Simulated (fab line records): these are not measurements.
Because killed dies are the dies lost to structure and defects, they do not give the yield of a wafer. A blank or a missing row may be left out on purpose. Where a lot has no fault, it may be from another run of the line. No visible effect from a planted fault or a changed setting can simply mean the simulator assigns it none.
fab line records ; flow nandHarc
[record] lots = 6; wafers = 18; lastDay = 33
route steps=1302 shown P_CONTACT@249 P_M0@253
lots that met no fault: from a run of the same line without faults
startH: start of the lot's first displayed wafer, in hours after the record's first day ; waitH: hours from the lot's prior step to this one ; " repeats the value in the row above ; L1.1+2: one row covering several wafers at once ; - either no value or no given start ; * or withheld: withheld ; < > ~ a bound
route shown NAME@n: NAME is a module with steps in the file, n the number in the route of the first one ; usual: mean/standard deviation of fault-free wafers ; same: alike in all rows ; chamber/n: place in a boat ; sites: readings site by site ; _std_site: how widely they spread, as a standard deviation ; _edge_site: the outer-site mean with the inner-site mean subtracted ; radiusMm: how far each site lies from the wafer's centre ; mask NAME#n: copy n ; behind: the most recent tool/chamber to have shaped the wafer ; hold: reason for holding the lot/hours on hold/outcome of the hold ; device: names the non-switching transistor (n, p or np) ; end of line: tests run on the same wafers once the route is complete ; step lacking rows: just its recipe ; killed: dies that structure and defects cost at the first sort, which is not the same as the wafer's yield ; map: a wafer's dies, x killed, . not, _ none there
set.NAME: the run value of the setting; set.NAME@STEP: its run value at that earlier step ; model.NAME: the simulator's own value behind a step, which no gauge read
lots at selected steps of the route; one table per step, one row per wafer
services: a tool's chamber out of use, with start hour (startH, from the record's first day; less than 0 if before it), hours out, and reason
[[steps]]
[step NHARC_P_CONTACT_CMP_24]
[recipe] tOverpolishS = 30; targetThkNm = 200
[usual] motorCurrentA = 11.8/1.6; overpolishRunS = 30.000/0.0084; timeToEndpointS = 40.7/2.1
lot.wafer;tool;chamber;startH;waitH;motorCurrentA;overpolishRunS;timeToEndpointS
L259.2;cmp-01;3;210.33;0.5;13.3;29.998;45.0
L259.1;cmp-01;0;210.33;0.5;10.0;29.986;37.6
L259.4;cmp-01;2;210.33;0.5;13.5;30.001;38.6
L260.1;cmp-01;0;227.18;0.5;10.5;29.991;36.1
L260.3;cmp-01;1;227.18;0.5;14.2;30.001;44.2
L260.2;cmp-01;2;227.18;0.5;13.8;30.012;38.5
L261.4;cmp-04;2;235.47;0.3;10.8;30.001;39.7
L261.2;cmp-04;0;235.47;0.3;14.5;30.002;38.6
L261.6;cmp-04;3;235.47;0.3;10.7;29.992;38.1
L269.4;cmp-01;3;312.43;0.4;13.5;30.012;42.1
L269.3;cmp-01;2;312.43;0.4;13.4;30.016;41.7
L269.5;cmp-01;0;312.43;0.4;9.9;30.005;40.5
L270.1;cmp-04;2;326.26;0.6;10.8;29.996;40.4
L270.4;cmp-04;0;326.26;0.6;14.7;29.993;43.4
L270.5;cmp-04;3;326.26;0.6;10.6;29.986;38.8
L273.4;cmp-02;2;351.73;0.4;13.2;30.010;42.8
L273.2;cmp-02;3;351.73;0.4;13.2;29.993;42.5
L273.3;cmp-02;0;351.73;0.4;10.5;29.992;45.5
[step NHARC_P_CONTACT_SRD_26]
[step NHARC_P_CONTACT_INSPECT_27]
[usual] rawDefectCount = 313/140
lot.wafer;tool;chamber;startH;waitH;rawDefectCount
L259.1;defectInspect-02;-;210.73;0.1;187
L259.2;defectInspect-02;-;210.73;0.1;206
L259.4;defectInspect-02;-;210.73;0.1;132
L260.1;defectInspect-02;-;227.56;0.1;176
L260.2;defectInspect-02;-;227.56;0.1;274
L260.3;defectInspect-02;-;227.56;0.1;142
L261.2;defectInspect-02;-;235.87;0.1;322
L261.4;defectInspect-02;-;235.87;0.1;403
L261.6;defectInspect-02;-;235.87;0.1;379
L269.3;defectInspect-01;-;312.84;0.1;698
L269.4;defectInspect-01;-;312.84;0.1;337
L269.5;defectInspect-01;-;312.84;0.1;616
L270.1;defectInspect-02;-;326.66;0.1;208
L270.4;defectInspect-02;-;326.66;0.1;473
L270.5;defectInspect-02;-;326.66;0.1;356
L273.2;defectInspect-02;-;352.13;0.1;372
L273.3;defectInspect-02;-;352.13;0.1;303
L273.4;defectInspect-02;-;352.13;0.1;226
[step NHARC_P_M0_DEP_00]
[recipe] targetThkA = 1500; targetThkNm = 150; tempC = withheld; pressureTorr = 5; flowSccm = 200; rfW = 600; material = SiOC
[step NHARC_P_M0_DEHYDRATE_01]
[recipe] tempC = 150; timeS = 120
[step NHARC_P_M0_HMDS_02]
[recipe] timeS = 30
[step NHARC_P_M0_COAT_33]
[recipe] tempC = 200; timeS = 65
[step NHARC_P_M0_COAT_03]
[recipe] spinRpm = 1500; resistThkNm = 90
[step NHARC_P_M0_SOFTBAKE_04]
[recipe] tempC = 105; timeS = 55
[step NHARC_P_M0_EBR_05]
[step NHARC_P_M0_EXPOSE_06]
[recipe] na = 1.35; targetCdNm = 90; doseMj = 81.28; maskId = P_M0
[step NHARC_P_M0_PEB_07]
[recipe] pebTempC = 100; pebTimeS = 65
[usual] heaterPowerTotalW = 156.6/0.44; plateTempC = 100.00/0.13
lot.wafer;tool;chamber;startH;waitH;heaterPowerTotalW;plateTempC
L259.1;lithoTrack-01;0;211.56;0.1;156.4;99.83
L259.2;lithoTrack-01;0;211.56;0.1;156.2;99.94
L259.4;lithoTrack-01;0;211.56;0.1;156.0;99.87
L260.1;lithoTrack-06;0;228.38;0.1;168.2;105.71
L260.2;lithoTrack-06;0;228.38;0.1;169.0;105.64
L260.3;lithoTrack-06;0;228.38;0.1;169.3;105.42
L261.2;lithoTrack-06;0;236.69;0.1;169.3;105.74
L261.4;lithoTrack-06;0;236.69;0.1;169.1;105.96
L261.6;lithoTrack-06;0;236.69;0.1;169.2;105.80
L269.3;lithoTrack-06;0;313.53;0.0;157.2;100.00
L269.4;lithoTrack-06;0;313.53;0.0;156.0;100.13
L269.5;lithoTrack-06;0;313.53;0.0;157.1;100.01
L270.1;lithoTrack-06;0;327.48;0.1;157.0;100.22
L270.4;lithoTrack-06;0;327.48;0.1;157.2;100.06
L270.5;lithoTrack-06;0;327.48;0.1;155.9;100.02
L273.2;lithoTrack-04;0;352.96;0.1;157.1;100.12
L273.3;lithoTrack-04;0;352.96;0.1;156.6;99.92
L273.4;lithoTrack-04;0;352.96;0.1;156.7;99.96
[step NHARC_P_M0_DEVELOP_08]
[recipe] developTimeS = 35; devTempC = 23
[step NHARC_P_M0_CD_MEAS_09]
[recipe] targetCdNm = 90; landingEnergyEv = 500
[usual] cdNm = 89.9/0.57
lot.wafer;tool;chamber;startH;waitH;cdNm
L259.1;cdSem-02;0;211.64;-;90.4
L259.2;cdSem-02;0;211.64;-;89.9
L259.4;cdSem-02;0;211.64;-;90.4
L260.1;cdSem-02;0;228.46;-;107.9
L260.2;cdSem-02;0;228.46;-;108.0
L260.3;cdSem-02;0;228.46;-;108.8
L261.2;cdSem-03;0;236.77;-;107.9
L261.4;cdSem-03;0;236.77;-;108.1
L261.6;cdSem-03;0;236.77;-;107.0
L269.3;cdSem-03;0;313.62;-;89.7
L269.4;cdSem-03;0;313.62;-;89.7
L269.5;cdSem-03;0;313.62;-;89.9
L270.1;cdSem-01;0;327.56;-;90.9
L270.4;cdSem-01;0;327.56;-;91.3
L270.5;cdSem-01;0;327.56;-;91.3
L273.2;cdSem-02;0;353.04;-;89.7
L273.3;cdSem-02;0;353.04;-;89.9
L273.4;cdSem-02;0;353.04;-;89.9
[step NHARC_P_M0_OVL_MEAS_10]
[recipe] pitchNm = 180
[usual] overlayXNm = 0.1/0.72; overlayYNm = -0.2/0.79
lot.wafer;tool;chamber;startH;waitH;overlayXNm;overlayYNm
L259.1;overlay-02;-;211.73;-;0.1;-0.8
L259.2;overlay-02;-;211.73;-;0.4;-0.4
L259.4;overlay-02;-;211.73;-;0.3;-0.7
L260.1;overlay-01;-;228.55;-;-0.4;-0.1
L260.2;overlay-01;-;228.55;-;0.1;0.2
L260.3;overlay-01;-;228.55;-;0.1;0.4
L261.2;overlay-02;-;236.85;-;-0.2;-0.9
L261.4;overlay-02;-;236.85;-;-0.4;-0.8
L261.6;overlay-02;-;236.85;-;-0.1;-1.0
L269.3;overlay-02;-;313.70;-;-0.7;0.0
L269.4;overlay-02;-;313.70;-;-0.6;-0.5
L269.5;overlay-02;-;313.70;-;-0.8;-0.3
L270.1;overlay-02;-;327.65;-;-0.6;-2.0
L270.4;overlay-02;-;327.65;-;-0.9;-1.1
L270.5;overlay-02;-;327.65;-;-0.8;-1.3
L273.2;overlay-01;-;353.12;-;-0.5;-0.4
L273.3;overlay-01;-;353.12;-;-1.0;-0.7
L273.4;overlay-01;-;353.12;-;-0.3;-0.8
[step NHARC_P_M0_INSPECT_11]
[usual] rawDefectCount = 4.7/2.8
lot.wafer;tool;chamber;startH;waitH;rawDefectCount
L259.1;defectInspect-02;-;211.77;0.0;6
L259.2;defectInspect-02;-;211.77;0.0;6
L259.4;defectInspect-02;-;211.77;0.0;7
L260.1;defectInspect-02;-;228.58;0.0;3
L260.2;defectInspect-02;-;228.58;0.0;2
L260.3;defectInspect-02;-;228.58;0.0;4
L261.2;defectInspect-02;-;236.89;0.0;8
L261.4;defectInspect-02;-;236.89;0.0;8
L261.6;defectInspect-02;-;236.89;0.0;4
L269.3;defectInspect-02;-;313.74;0.0;8
L269.4;defectInspect-02;-;313.74;0.0;9
L269.5;defectInspect-02;-;313.74;0.0;11
L270.1;defectInspect-02;-;327.69;0.0;2
L270.4;defectInspect-02;-;327.69;0.0;5
L270.5;defectInspect-02;-;327.69;0.0;5
L273.2;defectInspect-01;-;353.16;0.0;2
L273.3;defectInspect-01;-;353.16;0.0;6
L273.4;defectInspect-01;-;353.16;0.0;5
[step NHARC_P_M0_DESCUM_14]
[recipe] timeS = 3; o2FlowSccm = 200; arFlowSccm = 0; biasPowerW = 0; chemistry = O2
[usual] drypumpMotorCurrentA = 5.8/0.48; oesProductAu = 0.999/0.0074; rfVppV = 57.8/0.9; showerheadPlenumPTorr = 1.91/0.073; throttleValvePct = 11.311/0.0086
lot.wafer;tool;chamber;startH;waitH;drypumpMotorCurrentA;oesProductAu;rfHoursCounterH;rfVppV;showerheadPlenumPTorr;throttleValvePct;model.P_M0.cdNm
L259.1;rieDiel-05;1;211.84;0.1;4.7;0.997;54;58.5;1.98;11.308;90.32
L259.4;rieDiel-05;2;211.84;0.1;6.2;0.989;54;58.4;1.90;11.305;90.57
L259.2;rieDiel-05;3;211.84;0.1;4.9;1.002;48;56.6;1.85;11.310;89.94
L260.1;rieDiel-10;3;228.65;0.1;6.4;1.004;23;59.0;1.94;11.309;108.1
L260.3;rieDiel-10;0;228.65;0.1;5.7;0.999;24;57.8;2.03;11.315;108.3
L260.2;rieDiel-10;1;228.65;0.1;6.2;0.989;25;56.3;1.78;11.324;108.1
L261.2;rieDiel-04;0;237.06;0.2;5.6;1.003;14;57.1;1.86;11.317;107.8
L261.4;rieDiel-04;1;237.06;0.2;5.8;0.996;14;57.4;1.89;11.320;107.6
L261.6;rieDiel-04;2;237.06;0.2;5.1;0.997;-;58.6;1.83;11.315;106.8
L269.4;rieDiel-05;2;313.84;0.1;6.2;0.997;24;58.4;1.89;11.327;89.78
L269.3;rieDiel-05;0;313.84;0.1;6.1;0.993;23;57.2;1.92;11.320;89.87
L269.5;rieDiel-05;3;313.84;0.1;4.9;0.988;-;57.5;1.84;11.311;89.88
L270.1;rieDiel-04;3;327.77;0.1;6.1;0.994;38;57.8;1.95;11.300;90.66
L270.4;rieDiel-04;0;327.77;0.1;5.6;0.998;42;57.5;1.85;11.299;91.56
L270.5;rieDiel-04;2;327.77;0.1;5.1;0.989;-;57.4;1.82;11.325;91.43
L273.2;rieDiel-10;0;353.22;0.1;5.7;1.004;21;58.0;2.02;11.308;89.42
L273.4;rieDiel-10;2;353.22;0.1;5.8;1.002;18;58.5;1.95;11.306;90.22
L273.3;rieDiel-10;3;353.22;0.1;6.4;0.991;19;57.2;1.93;11.314;89.54
[step NHARC_P_M0_ETCH_34]
[recipe] targetDepthA = 400; overetchA = 120; timeS = 43.94; ionEnergyEv = 200; n2FlowSccm = 150; h2FlowSccm = 150; arFlowSccm = 0; rfW = 400; biasW = 150; chemistry = N2/H2
[usual] drypumpMotorCurrentA = 5.8/0.48; oesProductAu = 1.000/0.0066; rfVppV = 430.3/2.2; showerheadPlenumPTorr = 2.03/0.081; throttleValvePct = 14.172/0.0096
lot.wafer;tool;chamber;startH;waitH;drypumpMotorCurrentA;oesProductAu;rfHoursCounterH;rfVppV;showerheadPlenumPTorr;throttleValvePct
L259.4;rieDiel-05;2;211.91;0.1;6.2;0.994;54;429.4;2.02;14.178
L259.1;rieDiel-05;3;211.91;0.1;4.9;1.004;48;429.4;1.97;14.168
L259.2;rieDiel-05;0;211.91;0.1;6.1;0.999;53;431.8;2.06;14.188
L260.2;rieDiel-10;1;228.73;0.1;6.2;0.996;25;426.7;1.90;14.168
L260.3;rieDiel-10;2;228.73;0.1;5.8;1.003;18;432.2;2.09;14.170
L260.1;rieDiel-10;0;228.73;0.1;5.8;1.014;24;432.1;2.16;14.188
L261.4;rieDiel-04;2;237.13;0.1;5.1;0.990;13;426.6;1.94;14.169
L261.2;rieDiel-04;3;237.13;0.1;6.2;0.997;13;431.1;2.08;14.161
L261.6;rieDiel-04;2;237.13;0.1;5.1;0.988;-;427.7;1.94;14.176
L269.4;rieDiel-05;1;313.94;0.1;4.8;1.002;24;432.3;2.11;14.181
L269.3;rieDiel-05;0;313.94;0.1;6.1;1.007;23;431.9;2.05;14.177
L269.5;rieDiel-05;1;313.94;0.1;4.8;1.011;-;432.5;2.11;14.175
L270.1;rieDiel-04;3;327.84;0.1;6.2;1.007;38;432.2;2.08;14.170
L270.4;rieDiel-04;1;327.84;0.1;5.9;1.001;44;430.1;2.01;14.156
L270.5;rieDiel-04;3;327.84;0.1;6.2;1.005;-;431.8;2.08;14.166
L273.2;rieDiel-10;2;353.31;0.1;5.8;0.997;18;431.5;2.08;14.178
L273.4;rieDiel-10;3;353.31;0.1;6.4;1.005;19;431.3;2.06;14.176
L273.3;rieDiel-10;0;353.31;0.1;5.7;1.004;21;433.2;2.16;14.182
[step NHARC_P_M0_ETCH_15]
[recipe] targetDepthA = 1500; overetchA = 150; timeS = 82.5; c4f8FlowSccm = withheld; arFlowSccm = 400; rfW = 600; biasW = 300; chemistry = C4F8/Ar
[usual] oesProductAu = 0.958/0.02; rfVppV = 440.6/2.3
lot.wafer;tool;chamber;startH;waitH;oesProductAu;rfHoursCounterH;rfVppV;model.P_M0.cdNm
L259.4;rieDiel-05;2;-;-;0.916;54;440.8;90.6
L259.1;rieDiel-05;3;-;-;0.937;48;437.8;90.18
L259.2;rieDiel-05;1;-;-;0.925;54;442.5;89.56
L260.2;rieDiel-10;0;-;-;0.977;24;443.2;107.6
L260.3;rieDiel-10;1;-;-;0.972;25;437.1;108.1
L260.1;rieDiel-10;3;-;-;0.949;23;441.8;107.9
L261.2;rieDiel-04;0;-;-;0.946;14;439.8;107.8
L261.4;rieDiel-04;3;-;-;0.934;13;443.1;107.7
L261.6;rieDiel-04;0;-;-;0.942;-;437.7;106.7
L269.3;rieDiel-05;2;-;-;0.927;24;440.8;89.83
L269.4;rieDiel-05;0;-;-;0.959;23;442.2;89.59
L269.5;rieDiel-05;2;-;-;0.942;-;440.4;89.75
L270.1;rieDiel-04;0;-;-;0.924;42;438.9;90.82
L270.4;rieDiel-04;2;-;-;0.924;41;438.4;91.91
L270.5;rieDiel-04;1;-;-;0.924;-;440.7;91.64
L273.4;rieDiel-10;2;-;-;0.972;18;441.9;89.83
L273.2;rieDiel-10;3;-;-;0.968;20;439.7;89.32
L273.3;rieDiel-10;0;-;-;0.957;21;444.9;88.99
[step NHARC_P_M0_CD_MEAS_16]
[usual] cdNm = 89.8/0.71
lot.wafer;tool;chamber;startH;waitH;cdNm
L259.1;cdSem-03;-;212.14;-;90.5
L259.2;cdSem-03;-;212.14;-;89.3
L259.4;cdSem-03;-;212.14;-;90.5
L260.1;cdSem-03;-;228.94;-;107.9
L260.2;cdSem-03;-;228.94;-;107.6
L260.3;cdSem-03;-;228.94;-;108.1
L261.2;cdSem-02;-;237.35;-;107.9
L261.4;cdSem-02;-;237.35;-;107.9
L261.6;cdSem-02;-;237.35;-;106.4
L269.3;cdSem-01;-;314.20;-;89.4
L269.4;cdSem-01;-;314.20;-;89.5
L269.5;cdSem-01;-;314.20;-;89.7
L270.1;cdSem-01;-;328.05;-;91.0
L270.4;cdSem-01;-;328.05;-;92.2
L270.5;cdSem-01;-;328.05;-;91.2
L273.2;cdSem-01;-;353.52;-;89.1
L273.3;cdSem-01;-;353.52;-;89.1
L273.4;cdSem-01;-;353.52;-;89.9
[[services]]
tool;chamber;startH;hours;kind
rieDiel-04;0;187.73;-;clean
rieDiel-04;1;187.73;-;clean
rieDiel-04;2;187.73;-;clean
rieDiel-04;3;187.73;-;clean
rieDiel-10;0;197.01;-;clean
lithoTrack-04;-;203.00;7.0;pm
cmp-04;-;209.26;4.0;pm
cmp-01;-;224.47;1.6;repair
rieDiel-04;1;228.76;3.0;repair
rieDiel-05;-;229.60;9.0;pm
rieDiel-10;0;233.52;8.6;repair
cmp-02;-;233.74;4.0;pm
cmp-02;-;238.60;0.2;repair
rieDiel-10;-;242.50;9.0;pm
cmp-02;-;243.80;0.4;repair
cmp-01;-;245.51;3.0;repair
cmp-02;-;247.48;1.2;repair
cmp-01;-;283.50;4.0;pm
rieDiel-10;3;290.69;6.7;repair
cmp-01;-;302.01;3.2;repair
cmp-04;-;307.26;4.0;pm
rieDiel-10;2;322.05;2.7;repair
lithoTrack-01;-;330.00;7.0;pm
cmp-02;-;331.74;4.0;pm
[[key]]
[firstSign] step = NHARC_P_M0_PEB_07; reading = plateTempC; direction = up; sigmas = 43; usual = *; struck = *
[effect] step = NHARC_P_M0_PEB_07; reading = heaterPowerTotalW; direction = up; sigmas = 28; usual = *; struck = *
[effect] step = NHARC_P_M0_CD_MEAS_09; reading = cdNm; direction = up; sigmas = 32; usual = 89.9; struck = 108.0
[effect] step = NHARC_P_M0_CD_MEAS_16; reading = cdNm; direction = up; sigmas = 25; usual = 89.8; struck = 107.6
[modelEffect] step = NHARC_P_M0_DESCUM_14; value = P_M0.cdNm; without = 89.68; struck = 107.8
[modelEffect] step = NHARC_P_M0_ETCH_15; value = P_M0.cdNm; without = 89.54; struck = 107.6
metAt NHARC_P_M0_PEB_07
struckWafers L260.1,L260.2,L260.3,L261.2,L261.4,L261.6
laterRowsLeftOut L260.1,L260.2,L260.3,L261.2,L261.4,L261.6
sortLeftOut L260.1,L260.2,L260.3,L261.2,L261.4,L261.6
[fault] kind = processParameterDrift; tool = lithoTrack-06; chamber = -; onsetH = 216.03; steps = NHARC_P_M0_PEB_07; channel = pebTempC; offset = *; shape = step; endH = 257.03; actsIn = *; stated = *
// sortLeftOut: the simulated sort isn't trusted on such a fault, so these wafers' sort isn't shown, and their yield isn't known
// laterRowsLeftOut: the simulator's readings of these wafers behind a module that went badly wrong aren't trusted and aren't shown, but for the sort
